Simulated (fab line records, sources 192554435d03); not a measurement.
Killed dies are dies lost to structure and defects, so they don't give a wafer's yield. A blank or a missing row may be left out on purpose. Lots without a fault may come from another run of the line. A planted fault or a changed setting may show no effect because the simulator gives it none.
fab line records | flow n5_finfet
record lots=4 wafers=10 last_day=17
route steps=1938 shown BEOL_M0@741 BEOL_M1@751 BEOL_M4@1111
lots that met no fault: from a run of the same line without faults
start_h: hours from the record's first day to the start of the lot's first wafer shown | wait_h: hours since the lot's step before | " the same as in the row above | L1.1+2: a row that stands for several wafers | - no value, or no start given | * or withheld: withheld | < > ~ a bound
route shown NAME@n: a module of which the file shows steps, and the number in the route of the first | usual: mean/standard deviation of fault-free wafers | same: alike in all rows | chamber/n: place in a boat | sites: the reading at each site | _std_site: their standard deviation | _edge_site: outer sites' mean less inner sites' | radius_mm: how far each site lies from the wafer's centre | mask NAME#n: copy n | behind: the tool/chamber that last shaped the wafer | hold: why the lot was held/for how many hours/how that ended | device: the transistor (n, p or np) that didn't switch | end of line: the same wafers' tests at the end of the route | a step without rows: its recipe alone | killed: dies lost to structure and defects at the first sort, not the wafer's yield | map: a wafer's dies, x killed, . not, _ none there
set.NAME: the setting as run; set.NAME@STEP: as run at that earlier step | model.NAME: the simulator's own value behind a step, which no gauge read
lots at some steps of the route; a table a step, a row a wafer
services: from which hour (start_h, from the record's first day; less than 0 if before it) a tool's chamber was out of use, for how many hours, and why
## steps
# step N5_BEOL_M0_ECD_118
# recipe material=Cu target_thk_a=3000
# step N5_BEOL_M0_ANNEAL_119
# recipe temp_c=225 time_s=90 ambient=N2
# step N5_BEOL_M0_CMP_120
# recipe stop_on=SiOC t_overpolish_s=6.9 down_force_psi=1 platen_rpm=50 clearing_platen_down_force_psi=1.5 clearing_platen_rpm=50 post_cmp_clean=cu_alkaline clearing_platen_pad_velocity_m_s=0.99484 pad_velocity_m_s=0.99484
# step N5_BEOL_M0_PRE_CLEAN_131
# recipe gas=NH3/H2 time_s=15 temp_c=* rf_power_w=300
# step N5_BEOL_M0_CO_CAP_123
# recipe material=Co target_thk_a=20 temp_c=200 precursor=CCTBA/H2 pressure_torr=30 time_s=102.1
# step N5_BEOL_M0_PRE_CLEAN_124
# recipe gas=NH3 time_s=15 temp_c=withheld rf_power_w=300
# step N5_BEOL_M0_DEP_125
# recipe material=SiCN target_thk_a=80 temp_c=withheld precursor=3MS/NH3 pressure_torr=3 rf_w=202 time_s=14
# step N5_BEOL_M1_ILD_DEP_00
# recipe material=SiOC target_thk_a=790 temp_c=350 precursor=DEMS/O2 pressure_torr=5 rf_w=500 time_s=15.3
# step N5_BEOL_M1_PECVD_72
# recipe material=SiO2 target_thk_a=160 temp_c=400 precursor=TEOS/O2 pressure_torr=5.5 rf_w=450 teos_flow_sccm=53.8 gas=O2 flow_sccm=3000 time_s=18
# usual heater_power_w=670/75 showerhead_plenum_p_Torr=8.79/0.053 throttle_valve_pct=22.3/0.94
# columns lot.wafer tool chamber start_h wait_h heater_power_w showerhead_plenum_p_Torr throttle_valve_pct model.SiO2_of_BEOL_M1_PECVD_72.thk_nm
L468.4 pecvd-03 2 144.36 0.1 683 8.81 21.8 15.2
L468.6 " 0 " " 608 8.73 22.9 16.6
L473.1 pecvd-03 2 181.06 0.0 711 8.84 21.8 15.2
L473.4 " 0 " " 721 8.71 23.0 15.2
L478.1 pecvd-04 1 216.64 0.0 657 8.74 22.8 16
L478.4 " 0 " " 655 8.76 22.6 16.2
L478.6 " 1 " " 641 8.74 22.8 16
L484.2 pecvd-03 0 246.10 0.0 658 8.71 23.0 15.8
L484.3 " 2 " " 708 8.83 21.7 15.6
L484.6 " 2 " " 695 8.81 21.9 16.2
# step N5_BEOL_M1_HM_DEP_02
# recipe material=TiN target_thk_a=200 temp_c=25 chamber_pressure_pa=0.49996
# step N5_BEOL_M1_COAT_61
# recipe resist=SOC temp_c=250 time_s=60 spin_rpm=1500 resist_thk_nm=60
# step N5_BEOL_M1_COAT_62
# recipe resist=SiARC temp_c=220 time_s=60 spin_rpm=1500 resist_thk_nm=12
# step N5_BEOL_M1_COAT_73
# recipe resist=underlayer temp_c=205 time_s=60 spin_rpm=1500 resist_thk_nm=5
# step N5_BEOL_M1_COAT_05
# recipe resist=CAR-EUV spin_rpm=1500 resist_thk_nm=30
# step N5_BEOL_M1_EBR_07
# recipe solvent=PGMEA ebr_width_mm=1.5
# step N5_BEOL_M1_SOFTBAKE_06
# recipe temp_c=110 time_s=60 resist=CAR-EUV
# step N5_BEOL_M1_EXPOSE_08
# recipe mask_id=M1 na=0.33 source_shape=dipole sigma_inner=0.369 sigma_outer=0.767 polarization=unpolarized dose_mj=33
# step N5_BEOL_M1_PEB_09
# recipe peb_temp_c=100 peb_time_s=60 resist=CAR-EUV
# step N5_BEOL_M1_DEVELOP_10
# recipe develop_time_s=30 developer=TMAH resist=CAR-EUV rinse_liquid=surfactant_rinse dry=air_spin dev_temp_c=23
# step N5_BEOL_M1_DESCUM_16
# recipe chemistry=O2 time_s=7 source_power_w=50 bias_power_w=20 pressure_mtorr=20 rf_frequency_hz=2.712e+07 temp_c=40 resist=CAR-EUV o2_flow_sccm=225
# step N5_BEOL_M1_ETCH_74
# recipe chemistry=N2/H2 target=underlayer target_depth_a=65 mask_material=CAR-EUV time_s=5.2 ion_energy_ev=200 pressure_mtorr=30 source_w=840 bias_w=150 n2_flow_sccm=200 h2_flow_sccm=200 ends=cleared
# step N5_BEOL_M1_ETCH_63
# recipe chemistry=CF4 target=SiARC target_depth_a=156 mask_material=CAR-EUV time_s=26 ion_energy_ev=80 pressure_mtorr=40 source_w=545 bias_w=36 Ar_flow_sccm=100 cf4_flow_sccm=100 ends=cleared
# step N5_BEOL_M1_ETCH_64
# recipe chemistry=N2/H2 target=SOC target_depth_a=750 overetch_a=150 mask_material=SiARC temp_c=40 time_s=112.5 ion_energy_ev=200 pressure_mtorr=30 source_w=840 bias_w=150 n2_flow_sccm=200 h2_flow_sccm=200
# step N5_BEOL_M1_STRIP_65
# recipe chemistry=N2/H2 temp_c=40 n2_flow_sccm=200 h2_flow_sccm=200 rf_frequency_hz=6e+07
# step N5_BEOL_M1_STRIP_75
# recipe chemistry=N2/H2 temp_c=40 n2_flow_sccm=200 h2_flow_sccm=200 rf_frequency_hz=6e+07
# step N5_BEOL_M1_STRIP_66
# recipe chemistry=CF4 resist=SiARC power_w=300 bias_power_w=75 pressure_mtorr=50 cf4_flow_sccm=150 rf_frequency_hz=6e+07
# step N5_BEOL_M1_HM_OPEN_17
# recipe chemistry=Cl2/BCl3 target_depth_a=200 overetch_a=60 target=TiN mask_material=SOC ion_energy_ev=150 pressure_mtorr=10 icp_w=1000 bias_w=126 Cl2_flow_sccm=53.25 bcl3_flow_sccm=21.75 Ar_flow_sccm=25
# step N5_BEOL_M1_STRIP_19
# recipe chemistry=O2 power_w=400 temp_c=40 pressure_mtorr=30 rf_frequency_hz=6e+07 bias_power_w=0 overash_fraction=0.2 o2_flow_sccm=225
# step N5_BEOL_M1_COAT_67
# recipe resist=SOC temp_c=250 time_s=60 spin_rpm=1500 resist_thk_nm=60
# step N5_BEOL_M1_COAT_68
# recipe resist=SiARC temp_c=220 time_s=60 spin_rpm=1500 resist_thk_nm=12
# step N5_BEOL_M1_COAT_76
# recipe resist=underlayer temp_c=205 time_s=60 spin_rpm=1500 resist_thk_nm=5
# step N5_BEOL_M1_COAT_22
# recipe resist=CAR-EUV spin_rpm=1500 resist_thk_nm=30
# step N5_BEOL_M1_EBR_24
# recipe solvent=PGMEA ebr_width_mm=1.5
# step N5_BEOL_M1_SOFTBAKE_23
# recipe temp_c=110 time_s=60 resist=CAR-EUV
# step N5_BEOL_M1_HM_STRIP_39
# recipe chemistry=peroxide_tin_strip material=TiN target_depth_a=250 temp_c=50 time_s=158
# columns lot.wafer tool chamber start_h wait_h model.SiO2_of_BEOL_M1_PECVD_72.thk_nm
L468.4 wet_bench-01 4 148.32 0.0 15.2
L468.6 " 3 " " 16.4
L473.1+4 wet_bench-01 7,4 186.21 0.0 15
L478.1+6 wet_bench-01 6,1 220.02 0.0 15.8
L478.4 " 7 " " 16
L484.2 wet_bench-02 3 249.59 0.0 15.8
L484.3 " 6 " " 15.4
L484.6 " 7 " " 16
# step N5_BEOL_M4_RC_MEAS_101
# usual DIBL_N=36.3/1.7 DIBL_P=36.5/1.8 IOFF_N=0.16/0.033 IOFF_P=0.21/0.037 ION_N=675/11 ION_P=462/7.9 SS_N=71.6/0.64 SS_P=73.3/0.68 VT_N=249/3.3 VT_P=-250/3.3
# columns lot.wafer tool chamber start_h wait_h DIBL_N[mV/V] DIBL_P[mV/V] IOFF_N[nA/um] IOFF_P[nA/um] ION_N[uA/um] ION_P[uA/um] SS_N[mV/dec] SS_P[mV/dec] VT_N[mV] VT_P[mV]
L468.4 prober-02 0 183.32 0.5 34.9 35.7 0.14 0.21 666 467 71.5 73.5 251 -252
L468.6 " 0 " " 35.4 36.7 0.15 0.23 685 473 71.4 73.5 251 -248
L473.1 prober-01 0 223.19 0.0 35.6 36.8 0.16 0.23 691 475 71.3 74.3 248 -250
L473.4 " 0 " " 35.1 37.3 0.16 0.24 684 468 72.2 73.7 250 -249
L478.1 prober-02 0 256.50 0.0 36.5 35.7 0.17 0.23 677 470 71.7 73.0 246 -245
L478.4 " 0 " " 38.0 37.2 0.19 0.25 681 467 72.5 73.4 251 -249
L478.6 " 0 " " 37.7 36.5 0.18 0.24 668 461 71.5 73.6 248 -246
L484.2 prober-02 0 291.79 0.2 37.9 38.5 0.21 0.22 690 462 72.2 73.7 245 -251
L484.3 " 0 " " 35.1 35.3 0.16 0.20 684 465 71.2 73.2 247 -254
L484.6 " 0 " " 39.6 40.9 0.26 0.30 693 471 72.1 75.5 242 -247
## services
# columns tool chamber start_h hours kind
pecvd-03 - 141.25 0.5 repair
pecvd-03 0 160.72 5.5 scheduled_down
pecvd-04 1 163.50 5.5 scheduled_down
pecvd-04 2 202.38 - clean
pecvd-04 2 202.38 - consumable_replace:showerhead
pecvd-04 2 202.38 29.0 scheduled_down
pecvd-04 2 202.38 29.0 vent_cycle
pecvd-03 2 237.15 4.5 repair
## key
first_sign none at tools or gauges
model_effect step=N5_BEOL_M1_PECVD_72 value=SiO2_of_BEOL_M1_PECVD_72.thk_nm without=16.2 struck=15.2
model_effect step=N5_BEOL_M1_HM_STRIP_39 value=SiO2_of_BEOL_M1_PECVD_72.thk_nm without=16.07 struck=15.07
met_at N5_BEOL_M1_PECVD_72
struck_wafers L468.4,L473.1,L473.4
fault kind=process_parameter_drift tool=pecvd-03 chamber=- onset_h=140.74 steps=N5_BEOL_M1_PECVD_72 channel=time_s offset=* shape=step end_h=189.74 scope=struck_wafers_only acts_in=* stated=*
